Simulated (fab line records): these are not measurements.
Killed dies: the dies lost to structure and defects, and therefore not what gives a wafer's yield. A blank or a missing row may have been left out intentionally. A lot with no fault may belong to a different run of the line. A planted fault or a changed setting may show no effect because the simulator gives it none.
8D (eight disciplines) problem report, filled in by code | flow n5 finfet | the parts of the form that need people (team, actions taken, sign-off) are left out

== 1. THE ISSUE ==
IOFF_P_LONG at N5_BEOL_M4_RC_MEAS_101 reads a mean of 0.000155 nA/um on 1 wafer of 1 lot; wafers without a fault read 0.000105 nA/um with a standard deviation of 9.3e-06. That is +5.4 standard deviations from the usual mean.
Seen first at day 12 05:23 on prober-01, wafer L892.4. The record holds 27 wafers of 9 lots with a number at this step. Rule for "out" (also "out of limits"): further than 4 standard deviations from the usual mean. The other wafers with a number count as sound.

== 2. WHAT IT IS, AND WHAT IT ISN'T ==
question                    | is                               | is not
which readings at this step | IOFF_P_LONG, VT_P_LONG, VT_P_LVT | DIBL_P, IOFF_N, IOFF_P, ION_N, SS_N, SS_P, VT_N
which lots                  | L892                             | L875, L878, L879, L881, L882, L891, L894, L897
which wafers of those lots  | L892.4                           | L892.1, L892.5
read on which gauges        | prober-01                        | prober-02
when                        | from day 12 05:23                | up to then (20 sound wafers); but 6 sound wafers of L894, L897 came after

== 3. THE SUSPECTS, EACH WITH WHAT RULES IT OUT ==
Counting: if a tool at a process step up to the reading ran every lot that is out, it stays a suspect. Sound lots after the first of them don't rule it out here, since some wafers of a struck lot are sound.
- the gauge at N5_BEOL_M4_RC_MEAS_101: kept. All the wafers that are out were read on prober-01, and no step on other tools shows them out.
- ald hk-01 at N5_HKMG_FIN_ALD_75 (deposits Al2O3, target thk 1 nm, co reactant pulse time 1 s): kept. L892, the lot that is out, went through it at day 8 08:14; up to then, the latest sound lot through it was L882 at day 5 19:11.
- rie diel-06 at N5_HKMG_FIN_ETCH_58 (etches SOC in N2/H2, target depth 215.8 nm, time 741 s): kept. L892, the lot that is out, went through it at day 8 09:03; up to then, the latest sound lot through it was L891 at day 7 23:07.
- ald metal-01 at N5_HKMG_FIN_ALD_36 (deposits TiN, target thk 1 nm, pulse time 1 s, purge time 3 s): kept. L892, the lot that is out, went through it at day 8 10:53; up to then, the latest sound lot through it was L882 at day 5 22:02.
- The sound lot-mates ran in chamber 2 of ald hk-01 at N5_HKMG_FIN_ALD_75, but the wafers that are out ran in chamber 3.
- ald metal-01, N5_HKMG_FIN_ALD_36: wafers that are out in chamber 2, sound lot-mates in chambers 1, 3.
Left after counting: ald hk-01 at N5_HKMG_FIN_ALD_75, rie diel-06 at N5_HKMG_FIN_ETCH_58, ald metal-01 at N5_HKMG_FIN_ALD_36, prober-01 at N5_BEOL_M4_RC_MEAS_101.

== 4. THE CAUSE (what the simulator had put in) ==
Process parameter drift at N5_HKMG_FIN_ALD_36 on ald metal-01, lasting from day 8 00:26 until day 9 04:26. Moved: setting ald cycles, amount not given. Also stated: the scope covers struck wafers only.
4 suspects survive the count, and this tool is in that group.

== 5. THE CHAIN OF EFFECTS, in route order ==
Each row: a reading where the mean over the struck wafers with a number is more than 3 standard deviations away from the usual. Only readings for which the record gives a usual standard deviation are gone through. hours: the time from each lot's start at the first step in this table that gives one to its start at this step, as a median over the lots. sigmas: the change in usual standard deviations.
hours | step                   | reading     | usual          | on struck wafers | change    | sigmas
0     | N5_BEOL_M4_RC_MEAS_101 | IOFF_P_LIN  | 0.103 nA/um    | 0.146            | +0.043    | +3.3
0     | N5_BEOL_M4_RC_MEAS_101 | IOFF_P_LONG | 0.000105 nA/um | 0.000155         | +0.000050 | +5.4
0     | N5_BEOL_M4_RC_MEAS_101 | VT_P        | -250 mV        | -238             | +12       | +3.6
0     | N5_BEOL_M4_RC_MEAS_101 | VT_P_LONG   | -276 mV        | -259             | +17       | +5.2
0     | N5_BEOL_M4_RC_MEAS_101 | VT_P_LVT    | -98.6 mV       | -86.9            | +11.7     | +4.2

== 6. HOW IT WOULD HAVE BEEN CAUGHT EARLIER ==
The first out-of-limits reading at a measuring or inspecting step in this record came at day 12 05:23, 101 hours after the fault's start at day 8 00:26.
An alarm limit of 4 standard deviations would not have fired on the tool readings at N5_HKMG_FIN_ALD_36 for which the record gives a usual standard deviation, since none of them was out on any struck wafer.
All the lots that are out (1) had begun N5_HKMG_FIN_ALD_36 on ald metal-01 by day 12 05:23. A hold on the tool at that time would have spared none of them.
